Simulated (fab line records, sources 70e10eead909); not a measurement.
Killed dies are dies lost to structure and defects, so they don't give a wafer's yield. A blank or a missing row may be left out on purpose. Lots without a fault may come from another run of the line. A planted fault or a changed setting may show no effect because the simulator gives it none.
fab line records | flow nand_harc
record lots=12 wafers=36 last_day=33
route steps=1302 shown A_CHANNEL_HOLE_D2@597 A_CHANNEL_FILL_D2@613 END@1302
lots that met no fault: from a run of the same line without faults
start_h: hours from the record's first day to the start of the lot's first wafer shown | wait_h: hours since the lot's step before | " the same as in the row above | L1.1+2: a row that stands for several wafers | - no value, or no start given | * or withheld: withheld | < > ~ a bound
route shown NAME@n: a module of which the file shows steps, and the number in the route of the first | usual: mean/standard deviation of fault-free wafers | same: alike in all rows | chamber/n: place in a boat | sites: the reading at each site | _std_site: their standard deviation | _edge_site: outer sites' mean less inner sites' | radius_mm: how far each site lies from the wafer's centre | mask NAME#n: copy n | behind: the tool/chamber that last shaped the wafer | hold: why the lot was held/for how many hours/how that ended | device: the transistor (n, p or np) that didn't switch | end of line: the same wafers' tests at the end of the route | a step without rows: its recipe alone | killed: dies lost to structure and defects at the first sort, not the wafer's yield | map: a wafer's dies, x killed, . not, _ none there
set.NAME: the setting as run; set.NAME@STEP: as run at that earlier step | model.NAME: the simulator's own value behind a step, which no gauge read
steps of the route over a sample of lots; a table a step, a row a wafer
services: from which hour (start_h, from the record's first day; less than 0 if before it) a tool's chamber was out of use, for how many hours, and why
## steps
# step NHARC_A_CHANNEL_HOLE_D2_ETCH_25
# recipe bias_v=5000 source_w=withheld pressure_mtorr=20 time_s=1040.2 ar_flow_sccm=375 c4f8_flow_sccm=93.8 o2_flow_sccm=31.2 temp_c=-20 target_depth_a=15000 chemistry=C4F8/O2/Ar
# usual drypump_motor_current_A=5.80/0.11 he_backside_leak_sccm=6.2/0.85 o2_flow_sccm=31.21/0.093 showerhead_plenum_p_Torr=3.69/0.13 throttle_valve_pct=32.234/0.0091
# columns lot.wafer tool chamber start_h wait_h drypump_motor_current_A he_backside_leak_sccm o2_flow_sccm rf_hours_counter_h showerhead_plenum_p_Torr throttle_valve_pct
L843.2 har_etch-02 1 301.63 0.7 5.95 7.9 31.20 359 3.49 32.228
L843.3 " 0 " " 5.87 6.7 31.24 - 3.51 32.218
L843.6 " 0 " " 5.89 6.7 31.14 - 3.51 32.216
L845.3 har_etch-01 1 325.98 0.7 5.66 5.5 31.25 - 3.67 32.244
L845.5 " 0 " " 5.82 6.2 31.18 - 3.68 32.227
L845.6 " 1 " " 5.68 5.9 31.14 - 3.67 32.248
L846.1 har_etch-01 1 334.02 0.7 5.68 5.8 31.12 174 3.66 32.231
L846.3 " 1 " " 5.69 5.3 31.35 - 3.66 32.222
L846.5 " 1 " " 5.67 5.5 31.06 - 3.66 32.238
L847.1 har_etch-02 0 342.46 0.6 5.85 6.7 31.19 378 3.50 32.224
L847.2 " 1 " " 5.95 7.7 31.20 378 3.48 32.237
L847.5 " 1 " " 5.95 8.0 31.28 - 3.48 32.230
L849.1 har_etch-02 1 353.02 0.7 5.98 7.7 31.26 386 3.47 32.237
L849.3 " 0 " " 5.82 6.5 31.33 - 3.50 32.247
L849.5 " 1 " " 5.97 7.7 31.22 - 3.47 32.239
L851.1 har_etch-01 0 377.20 0.7 5.78 6.3 31.32 201 3.67 32.241
L851.4 " 1 " " 5.66 5.9 31.28 - 3.65 32.226
L851.5 " 0 " " 5.83 6.3 31.28 - 3.67 32.231
L852.4 har_etch-01 0 401.52 0.7 5.77 6.5 31.03 - 3.66 32.234
L852.5 " 0 " " 5.80 6.4 31.18 - 3.66 32.221
L852.6 " 1 " " 5.67 6.1 31.07 - 3.64 32.227
L858.3 har_etch-02 1 458.21 0.7 5.95 4.7 31.24 - 3.91 32.247
L858.6 " 1 " " 5.94 4.6 31.38 - 3.91 32.233
L858.5 " 0 " " 5.86 5.7 31.14 - 3.91 32.226
L861.2 har_etch-02 1 490.53 0.6 5.97 4.9 31.38 53 3.90 32.229
L861.5 " 1 " " 5.98 4.8 31.16 - 3.90 32.243
L861.6 " 0 " " 5.87 5.4 31.24 - 3.90 32.238
L862.1 har_etch-01 0 491.42 0.6 5.74 6.7 31.11 270 3.63 32.228
L862.6 " 0 " " 5.78 6.8 31.29 - 3.63 32.243
L862.5 " 1 " " 5.66 6.2 31.14 - 3.61 32.238
L864.2 har_etch-01 0 512.58 0.6 5.83 6.8 31.10 281 3.62 32.235
L864.1 " 1 " " 5.67 6.4 31.36 281 3.61 32.227
L864.3 " 1 " " 5.68 6.4 31.35 - 3.61 32.234
L866.2 har_etch-01 0 520.75 0.6 5.79 6.7 31.25 289 3.62 32.233
L866.1 " 1 " " 5.68 6.2 31.24 289 3.60 32.238
L866.3 " 1 " " 5.66 6.5 31.19 - 3.60 32.234
# step NHARC_A_CHANNEL_HOLE_D2_XSEM_32
# recipe landing_energy_ev=35000
# usual bot_cd_nm=74.7/1.5 bow_nm=8.64/0.27 tilt_deg=0.07/0.045
# columns lot.wafer tool chamber start_h wait_h bot_cd_nm bow_nm tilt_deg
L843.2 xsem-02 0 304.21 0.1 75.7 8.45 0.12
L843.3 " 0 " " 76.1 8.47 0.12
L843.6 " 0 " " 75.9 8.44 0.12
L845.3 xsem-01 0 328.24 0.1 73.3 8.94 0.02
L845.5 " 0 " " 77.0 8.88 0.02
L845.6 " 0 " " 74.7 8.93 0.02
L846.1 xsem-02 0 336.57 0.1 75.2 8.87 -0.02
L846.3 " 0 " " 74.8 8.94 -0.02
L846.5 " 0 " " 73.3 8.86 -0.02
L847.1 xsem-01 0 345.16 0.1 74.4 8.17 0.07
L847.2 " 0 " " 74.1 8.17 0.07
L847.5 " 0 " " 73.9 8.14 0.07
L849.1 xsem-01 0 355.58 0.1 76.2 8.91 0.11
L849.3 " 0 " " 78.0 8.93 0.12
L849.5 " 0 " " 76.1 8.80 0.11
L851.1 xsem-02 0 379.78 0.1 74.8 8.80 0.11
L851.4 " 0 " " 74.9 8.70 0.11
L851.5 " 0 " " 75.7 8.71 0.11
L852.4 xsem-02 0 403.99 0.1 77.0 9.08 0.05
L852.5 " 0 " " 78.1 9.09 0.05
L852.6 " 0 " " 74.6 9.13 0.05
L858.3 xsem-01 0 460.64 0.1 74.8 8.80 0.05
L858.5 " 0 " " 74.6 8.64 0.05
L858.6 " 0 " " 73.8 8.74 0.05
L861.2 xsem-01 0 493.23 0.1 75.5 8.66 0.13
L861.5 " 0 " " 74.2 8.68 0.12
L861.6 " 0 " " 76.2 8.62 0.12
L862.1 xsem-02 0 494.13 0.1 75.4 8.74 0.16
L862.5 " 0 " " 74.9 8.77 0.16
L862.6 " 0 " " 74.3 8.67 0.16
L864.1 xsem-01 0 515.44 0.1 73.6 8.57 0.04
L864.2 " 0 " " 73.6 8.54 0.04
L864.3 " 0 " " 74.6 8.52 0.04
L866.1 xsem-02 0 523.48 0.1 72.5 8.47 0.03
L866.2 " 0 " " 75.6 8.34 0.03
L866.3 " 0 " " 73.5 8.49 0.03
# step NHARC_A_CHANNEL_HOLE_D2_INSPECT_40
# usual raw_defect_count=280/77
# columns lot.wafer tool chamber start_h wait_h raw_defect_count
L843.2 defect_inspect-02 - 304.31 - 333
L843.3 " - " " 315
L843.6 " - " " 340
L845.3 defect_inspect-01 - 328.34 - 241
L845.5 " - " " 246
L845.6 " - " " 286
L846.1 defect_inspect-01 - 336.67 - 179
L846.3 " - " " 286
L846.5 " - " " 207
L847.1 defect_inspect-02 - 345.26 - 258
L847.2 " - " " 313
L847.5 " - " " 373
L849.1 defect_inspect-02 - 355.68 - 240
L849.3 " - " " 371
L849.5 " - " " 223
L851.1 defect_inspect-02 - 379.88 - 314
L851.4 " - " " 279
L851.5 " - " " 340
L852.4 defect_inspect-02 - 404.08 - 228
L852.5 " - " " 293
L852.6 " - " " 255
L858.3 defect_inspect-02 - 460.73 - 736
L858.5 " - " " 245
L858.6 " - " " 644
L861.2 defect_inspect-01 - 493.33 - 639
L861.5 " - " " 576
L861.6 " - " " 197
L862.1 defect_inspect-01 - 494.23 - 430
L862.5 " - " " 402
L862.6 " - " " 328
L864.1 defect_inspect-01 - 515.54 - 270
L864.2 " - " " 294
L864.3 " - " " 261
L866.1 defect_inspect-01 - 523.58 - 309
L866.2 " - " " 263
L866.3 " - " " 291
# step NHARC_A_CHANNEL_FILL_D2_ALD_03
# recipe target_thk_a=60 pulse_time_s=60 ald_cycles=58 temp_c=630 pressure_torr=2 material=SiNx
# usual precursor_pulse_height_rel=1.002/0.02
# columns lot.wafer tool chamber start_h wait_h precursor_pulse_height_rel
L843.2 ald_sin_batch-02 0 - - 0.983
L843.3 " 0 " " 0.966
L843.6 " 0 " " 1.002
L845.3 ald_sin_batch-01 0 - - 1.035
L845.5 " 0 " " 1.021
L845.6 " 0 " " 0.984
L846.1 ald_sin_batch-02 0 - - 0.973
L846.3 " 0 " " 0.987
L846.5 " 0 " " 1.014
L847.1 ald_sin_batch-03 0 - - 1.005
L847.2 " 0 " " 0.978
L847.5 " 0 " " 1.037
L849.1 ald_sin_batch-01 0 - - 1.009
L849.3 " 0 " " 0.980
L849.5 " 0 " " 1.013
L851.1 ald_sin_batch-01 0 - - 0.986
L851.4 " 0 " " 1.011
L851.5 " 0 " " 0.980
L852.4 ald_sin_batch-02 0 - - 1.005
L852.5 " 0 " " 1.022
L852.6 " 0 " " 0.978
L858.3 ald_sin_batch-01 0 - - 1.009
L858.5 " 0 " " 1.001
L858.6 " 0 " " 0.974
L861.2 ald_sin_batch-03 0 - - 1.007
L861.5 " 0 " " 1.002
L861.6 " 0 " " 0.969
L862.1 ald_sin_batch-03 0 - - 0.985
L862.5 " 0 " " 0.984
L862.6 " 0 " " 0.992
L864.1 ald_sin_batch-03 0 - - 0.998
L864.2 " 0 " " 1.028
L864.3 " 0 " " 0.987
L866.1 ald_sin_batch-02 0 - - 1.020
L866.2 " 0 " " 1.027
L866.3 " 0 " " 1.010
# step NHARC_A_CHANNEL_FILL_D2_ALD_15
# recipe target_thk_a=20 pulse_time_s=60 ald_cycles=19 temp_c=630 pressure_torr=2 material=SiNx
# usual precursor_pulse_height_rel=0.999/0.02
# columns lot.wafer tool chamber start_h wait_h precursor_pulse_height_rel
L843.2 ald_sin_batch-03 0 - - 1.013
L843.3 " 0 " " 1.011
L843.6 " 0 " " 0.979
L845.3 ald_sin_batch-01 0 - - 1.031
L845.5 " 0 " " 0.972
L845.6 " 0 " " 1.000
L846.1 ald_sin_batch-01 0 - - 0.989
L846.3 " 0 " " 1.006
L846.5 " 0 " " 0.963
L847.1 ald_sin_batch-03 0 - - 1.045
L847.2 " 0 " " 1.033
L847.5 " 0 " " 0.983
L849.1 ald_sin_batch-02 0 - - 0.994
L849.3 " 0 " " 0.997
L849.5 " 0 " " 1.022
L851.1 ald_sin_batch-01 0 - - 1.003
L851.4 " 0 " " 1.026
L851.5 " 0 " " 1.010
L852.4 ald_sin_batch-03 0 - - 1.017
L852.5 " 0 " " 0.976
L852.6 " 0 " " 1.012
L858.3 ald_sin_batch-01 0 471.91 3.5 1.034
L858.5 " 0 " " 1.041
L858.6 " 0 " " 1.009
L861.2 ald_sin_batch-01 0 - - 1.003
L861.5 " 0 " " 0.983
L861.6 " 0 " " 0.970
L862.1 ald_sin_batch-01 0 - - 1.015
L862.5 " 0 " " 1.014
L862.6 " 0 " " 0.987
L864.1 ald_sin_batch-03 0 - - 0.998
L864.2 " 0 " " 0.979
L864.3 " 0 " " 1.035
L866.1 ald_sin_batch-03 0 - - 1.003
L866.2 " 0 " " 1.016
L866.3 " 0 " " 1.020
# step NHARC_END_SORT_01
# recipe temp_c=25
# usual killed_at_array=65/19 killed_at_other=0.9/1.1 killed_at_periphery=3.5/2.3 killed_dies=69/19 killed_open=3.2/1.8 killed_short=2.4/1.5
# same gross_dies=677
# columns lot.wafer tool chamber start_h wait_h killed_at_array killed_at_other killed_at_periphery killed_dies killed_open killed_short
L858.3 prober-01 0 716.35 3.1 105 0 2 107 1 1
L858.5 prober-01 0 717.97 3.7 34 0 1 35 3 1
L858.6 prober-01 0 718.77 4.0 98 1 2 101 2 7
L861.2 prober-01 0 762.22 2.8 134 1 1 136 7 2
L861.5 prober-01 0 764.64 3.7 124 1 2 127 2 1
L861.6 prober-01 0 765.45 4.0 74 1 6 81 2 5
# killed by level:class
L858.3 A_CHANNEL_HOLE_D2:unspecified=82 A_CHANNEL_HOLE_D1:chamber_film_flake=12 A_SLIT:chamber_film_flake=4 A_CONTACT:chamber_film_flake=4 P_GATE:chamber_film_flake=2 A_ONON_D2:geometric_particle:short=1 A_CHANNEL_FILL_D2:geometric_particle:open=1 A_WL_FILL:chamber_film_flake=1
L858.5 A_CHANNEL_HOLE_D1:chamber_film_flake=12 A_STAIRCASE:chamber_film_flake=4 A_CONTACT:chamber_film_flake=4 A_SLIT:chamber_film_flake=3 A_CHANNEL_FILL_D2:geometric_particle:open=2 A_DECK1_JOINT:chamber_film_flake=2 A_M1:chamber_film_flake=2 A_ONON_D1:geometric_particle:open=1
L858.6 A_CHANNEL_HOLE_D2:unspecified=75 A_CONTACT:chamber_film_flake=5 A_CHANNEL_HOLE_D1:chamber_film_flake=4 A_ONON_D1:geometric_particle:short=2 P_ZERO_WELL:chamber_film_flake=2 A_DECK1_JOINT:chamber_film_flake=2 A_SLIT:chamber_film_flake=2 A_CHANNEL_FILL_D1:geometric_particle:short=1
L861.2 A_CHANNEL_HOLE_D2:unspecified=74 A_SLIT:chamber_film_flake=31 A_CHANNEL_HOLE_D1:chamber_film_flake=10 A_ONON_D1:geometric_particle:open=2 A_DECK1_JOINT:chamber_film_flake=2 A_STAIRCASE:chamber_film_flake=2 A_WL_FILL:chamber_film_flake=2 A_CONTACT:chamber_film_flake=2
L861.5 A_CHANNEL_HOLE_D2:unspecified=70 A_SLIT:chamber_film_flake=30 A_CHANNEL_HOLE_D1:chamber_film_flake=9 A_CONTACT:chamber_film_flake=6 A_STAIRCASE:chamber_film_flake=4 P_M0:geometric_particle:short=1 A_ONON_D2:geometric_particle:open=1 A_WL_FILL:geometric_particle:open=1
L861.6 A_SLIT:chamber_film_flake=33 A_CHANNEL_HOLE_D1:chamber_film_flake=27 A_CONTACT:chamber_film_flake=5 P_ZERO_WELL:chamber_film_flake=3 A_CHANNEL_FILL_D1:chamber_film_flake=2 P_CONTACT:geometric_particle:open=1 A_SOURCE_PLATE:geometric_particle:short=1 A_ONON_D1:geometric_particle:short=1
## services
# columns tool chamber start_h hours kind
har_etch-02 - 366.35 0.4 repair
xsem-01 - 374.00 14.0 pm
har_etch-02 - 380.70 17.0 pm
har_etch-02 0 380.70 17.0 vent_cycle
har_etch-02 1 380.70 17.0 vent_cycle
har_etch-02 0 397.70 - clean
har_etch-02 0 397.70 - consumable_replace:focus_ring
har_etch-02 0 397.70 - consumable_replace:showerhead
har_etch-02 1 397.70 - clean
har_etch-02 1 397.70 - consumable_replace:esc
har_etch-02 1 397.70 - consumable_replace:focus_ring
har_etch-02 1 397.70 - consumable_replace:showerhead
xsem-01 - 447.29 0.4 repair
ald_sin_batch-01 - 450.61 4.5 repair
ald_sin_batch-01 - 506.00 26.0 pm
## key
first_sign step=NHARC_A_CHANNEL_HOLE_D2_INSPECT_40 reading=raw_defect_count direction=up sigmas=4.8 usual=280 struck=649
effect step=NHARC_END_SORT_01 reading=killed_at_array direction=up sigmas=2.6 usual=65 struck=115 wafers_moved=3
more_kills_born_at NHARC_A_CHANNEL_HOLE_D2_ETCH_25@har_etch-02=245
met_at NHARC_A_CHANNEL_HOLE_D2_ETCH_25
struck_lots L858,L861
struck_wafers L858.3,L858.6,L861.2,L861.5
tester_left_out L858,L861
not_acting_at NHARC_A_CHANNEL_HOLE_D2_XSEM_32,NHARC_A_CHANNEL_FILL_D2_ALD_03,NHARC_A_CHANNEL_FILL_D2_ALD_15
onset_between 353.02 458.21
fault kind=chamber_particle_source tool=har_etch-02 chamber=1 onset_h=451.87 steps=NHARC_A_CHANNEL_HOLE_D2_ETCH_25 rate_per_visit_cm2=0.69925 end_h=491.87
# tester_left_out: of these lots the tester's yield and bins aren't shown, on N5 and GAA mostly nor the transistor test; their killed dies are dies lost to structure and defects alone, not to doping, threshold or leakage, so they don't give the yield
